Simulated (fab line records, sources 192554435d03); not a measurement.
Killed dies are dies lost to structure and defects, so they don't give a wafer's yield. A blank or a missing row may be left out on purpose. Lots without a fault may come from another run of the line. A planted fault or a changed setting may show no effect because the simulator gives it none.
Which tool did it? | flow n5_finfet | 9 lots, 27 wafers sampled, at 6 steps of a route of 1938

WHAT THE GAUGES READ, wafer by wafer
N5_HKMG_FIN_INSPECT_28: inspects for defects (darkfield).
lot  | measured     | on                | raw_defect_count
L666 | day 4 20:41  | defect_inspect-02 | 52 20 31
L669 | day 5 02:49  | defect_inspect-01 | 31 23 52
L674 | day 6 12:07  | defect_inspect-02 | 806 84 37
L675 | day 6 18:40  | defect_inspect-01 | 55 797 62
L685 | day 9 04:34  | defect_inspect-02 | 52 36 47
L686 | day 9 10:33  | defect_inspect-01 | 18 23 32
L687 | day 9 13:21  | defect_inspect-01 | 30 50 31
L688 | day 9 19:26  | defect_inspect-02 | 65 30 39
L689 | day 10 06:43 | defect_inspect-01 | 42 24 38

N5_BEOL_M4_RC_MEAS_101.
lot  | measured     | on        | DIBL_N (mV/V)  | DIBL_P (mV/V)  | IOFF_N (nA/um)    | IOFF_P (nA/um) | ION_N (uA/um) | ION_P (uA/um) | SS_N (mV/dec)  | SS_P (mV/dec)  | VT_N (mV)   | VT_P (mV)
L666 | day 8 20:48  | prober-02 | 35.8 36.6 36.6 | 37.4 37.3 37.5 | 0.150 0.153 0.164 | 0.20 0.20 0.21 | 673 659 671   | 460 447 459   | 71.2 71.3 71.5 | 73.4 73.6 73.1 | 248 251 251 | -251 -252 -254
L669 | day 9 17:08  | prober-02 | 38.1 39.7 37.4 | 36.5 38.4 35.3 | 0.204 0.260 0.191 | 0.25 0.31 0.24 | 697 698 683   | 472 477 469   | 72.2 72.9 72.1 | 73.0 73.5 73.2 | 248 243 247 | -247 -241 -247
L674 | day 11 16:36 | prober-01 | 35.4 34.2 36.1 | 35.6 34.4 38.2 | 0.146 0.130 0.167 | 0.17 0.15 0.20 | 671 657 672   | 458 442 455   | 71.8 72.3 72.0 | 72.9 72.1 73.4 | 250 255 249 | -255 -256 -251
L675 | day 10 09:16 | prober-01 | 38.3 38.0 38.2 | 37.5 36.8 37.1 | 0.176 0.173 0.184 | 0.27 0.24 0.26 | 669 692 678   | 462 473 468   | 71.5 71.6 71.8 | 74.3 73.7 74.1 | 248 247 247 | -245 -248 -243
L685 | day 13 05:46 | prober-02 | 39.8 34.7 37.9 | 38.1 34.4 36.6 | 0.211 0.128 0.181 | 0.25 0.20 0.24 | 673 667 677   | 456 459 458   | 72.7 70.1 72.7 | 74.5 72.9 73.4 | 243 251 246 | -251 -249 -248
L686 | day 13 16:05 | prober-02 | 39.1 38.5 39.0 | 37.3 36.3 38.0 | 0.199 0.188 0.196 | 0.22 0.21 0.25 | 683 695 679   | 460 470 462   | 71.9 71.4 71.4 | 73.5 73.1 73.4 | 247 245 245 | -250 -250 -246
L687 | day 13 23:15 | prober-02 | 35.5 38.6 36.9 | 34.9 39.7 37.1 | 0.113 0.190 0.152 | 0.14 0.20 0.16 | 649 673 675   | 443 453 455   | 71.2 72.2 71.9 | 72.3 73.7 72.9 | 257 250 251 | -262 -253 -258
L688 | day 14 19:29 | prober-01 | 36.1 37.3 33.1 | 37.1 39.1 34.9 | 0.157 0.196 0.117 | 0.22 0.26 0.19 | 657 689 652   | 458 472 460   | 71.7 71.7 70.8 | 73.4 73.6 72.5 | 253 247 253 | -250 -248 -250
L689 | day 14 23:20 | prober-02 | 37.0 32.8 32.9 | 37.7 33.8 34.5 | 0.179 0.114 0.119 | 0.27 0.20 0.23 | 671 657 660   | 468 466 464   | 72.1 70.8 70.8 | 73.9 72.3 73.0 | 248 255 249 | -245 -246 -247

WHICH TOOL RAN EACH LOT (tool, then ch and the chambers of the sampled wafers, then the start)
lot  | N5_HKMG_FIN_ALD_91                 | N5_HKMG_FIN_ALD_21                  | N5_HKMG_FIN_CMP_94            | N5_GATE_CUT_CMP_02
L666 | ald_metal-04 ch 0,2,3, day 4 14:22 | ald_metal-01 ch 1,2,3, day 4 16:31  | cmp-02 ch 1,2,3, day 4 20:32  | cmp-03 ch 1,2, day 5 00:02
L669 | ald_metal-01 ch 2,3, day 4 23:25   | ald_metal-02 ch 0,1,2, day 5 01:34  | cmp-04 ch 0,1,3, day 5 02:41  | cmp-03 ch 0,1,2, day 5 07:22
L674 | ald_metal-04 ch 0,1,2, day 6 08:35 | ald_metal-02 ch 0,1,3, day 6 10:51  | cmp-02 ch 1,2,3, day 6 11:53  | cmp-03 ch 1,2,3, day 6 15:02
L675 | ald_metal-02 ch 0,2,3, day 6 15:09 | ald_metal-02 ch 0,3, day 6 17:26    | cmp-02 ch 0,2,3, day 6 18:30  | cmp-02 ch 0,3, day 6 21:53
L685 | ald_metal-02 ch 1,2,3, day 9 01:07 | ald_metal-02 ch 0,1,3, day 9 03:19  | cmp-01 ch 0,1,3, day 9 04:22  | cmp-03 ch 0,1,3, day 9 07:29
L686 | ald_metal-02 ch 1,2, day 9 07:10   | ald_metal-04 ch 0,1,2, day 9 09:19  | cmp-01 ch 2,3, day 9 10:21    | cmp-02 ch 0,1,3, day 9 13:34
L687 | ald_metal-02 ch 2,3, day 9 09:55   | ald_metal-04 ch 1,2,3, day 9 12:04  | cmp-04 ch 2,3, day 9 13:08    | cmp-04 ch 0,2,3, day 9 16:23
L688 | ald_metal-04 ch 1,2,3, day 9 15:58 | ald_metal-01 ch 0,1,3, day 9 18:11  | cmp-02 ch 1,2,3, day 9 19:13  | cmp-04 ch 0,1,3, day 9 22:36
L689 | ald_metal-01 ch 1,2, day 10 03:12  | ald_metal-02 ch 0,1,2, day 10 05:29 | cmp-01 ch 0,1,2, day 10 06:33 | cmp-03 ch 0,1,2, day 10 09:59
- N5_HKMG_FIN_ALD_91: deposits TiN, target thk 1 nm, pulse time 1 s, purge time 3 s.
- N5_HKMG_FIN_ALD_21: deposits TiN, target thk 1.5 nm, pulse time 1 s, purge time 3 s.
- N5_HKMG_FIN_CMP_94: polishes, stops on SiNx, t overpolish 4.7 s, target thk 43.299 nm.
- N5_GATE_CUT_CMP_02: polishes, stops on SiO2, t overpolish 12.7 s, target thk 0 nm.

WHAT THE TOOLS THEMSELVES READ (means of the sampled wafers that have a number; where no wafer has one, the mark that the record gives instead)
N5_HKMG_FIN_ALD_91.
lot  | tool         | chamber_pressure_Torr (Torr) | heater_power_w (W) | precursor_pulse_height_rel
L666 | ald_metal-04 | 3.010                        | 962                | 1.004
L669 | ald_metal-01 | 3.001                        | 911                | 0.968
L674 | ald_metal-04 | 2.999                        | 913                | 1.002
L675 | ald_metal-02 | 2.998                        | 925                | 0.992
L685 | ald_metal-02 | 3.001                        | 927                | 0.984
L686 | ald_metal-02 | 2.996                        | 943                | 1.001
L687 | ald_metal-02 | 2.999                        | 961                | 1.001
L688 | ald_metal-04 | 3.005                        | 931                | 1.016
L689 | ald_metal-01 | 3.003                        | 969                | 0.979

N5_HKMG_FIN_ALD_21.
lot  | tool         | chamber_pressure_Torr (Torr) | heater_power_w (W) | precursor_pulse_height_rel
L666 | ald_metal-01 | 3.002                        | 951                | 1.000
L669 | ald_metal-02 | 3.005                        | 924                | 1.004
L674 | ald_metal-02 | 2.997                        | 915                | 1.011
L675 | ald_metal-02 | 3.001                        | 903                | 0.988
L685 | ald_metal-02 | 2.994                        | 935                | 1.010
L686 | ald_metal-04 | 3.001                        | 904                | 0.975
L687 | ald_metal-04 | 3.002                        | 905                | 1.014
L688 | ald_metal-01 | 3.010                        | 973                | 1.002
L689 | ald_metal-02 | 3.003                        | 900                | 0.978

N5_HKMG_FIN_CMP_94.
lot  | tool   | motor_current_A (A)
L666 | cmp-02 | 12.2
L669 | cmp-04 | 12.3
L674 | cmp-02 | 12.3
L675 | cmp-02 | 11.3
L685 | cmp-01 | 11.2
L686 | cmp-01 | 13.4
L687 | cmp-04 | 12.9
L688 | cmp-02 | 12.6
L689 | cmp-01 | 11.3

N5_GATE_CUT_CMP_02.
lot  | tool   | motor_current_A (A) | overpolish_run_s (s) | time_to_endpoint_s (s)
L666 | cmp-03 | 8.9                 | 12.695               | 26.3
L669 | cmp-03 | 8.9                 | 12.700               | 24.3
L674 | cmp-03 | 8.8                 | 12.698               | 24.6
L675 | cmp-02 | 9.3                 | 12.708               | 21.7
L685 | cmp-03 | 9.3                 | 12.699               | 24.0
L686 | cmp-02 | 9.8                 | 12.698               | 22.6
L687 | cmp-04 | 9.3                 | 12.710               | 25.1
L688 | cmp-04 | 9.6                 | 12.705               | 24.8
L689 | cmp-03 | 8.9                 | 12.703               | 25.5

THE ANSWER, worked out from the rows above alone
Rule: what is usual is taken from the lots themselves. Put in order of their means at a reading, lots are off if they are a third of the lots or fewer, leave a main group of 4 or more, and stand apart from it by a gap of 3 or more times the standard deviation of the main group's means; of several such gaps the widest counts. A main group whose means are all the same, to the digits that the tables above print for the reading, isn't used. A lot without any number at a reading at which 4 lots or more have one is off too. The other lots that the step has rows for count as sound. The gauges are gone through in route order, then the tools' own readings, and for those a lot's mean is taken as printed above. The first step at which some lot is off is used, and at that step the reading that is off furthest; a lot without a number counts as furthest.
Off: L674, L675, at N5_HKMG_FIN_INSPECT_28 (raw_defect_count). The main group: mean 36, standard deviation 6.5.
A tool fits if, at a process step before that reading, it ran every lot that is off, and no sound lot after the first of them. The gauges at N5_HKMG_FIN_INSPECT_28 are tried like those tools. None of those tried fits.

WHAT THE SIMULATOR HAD PUT IN
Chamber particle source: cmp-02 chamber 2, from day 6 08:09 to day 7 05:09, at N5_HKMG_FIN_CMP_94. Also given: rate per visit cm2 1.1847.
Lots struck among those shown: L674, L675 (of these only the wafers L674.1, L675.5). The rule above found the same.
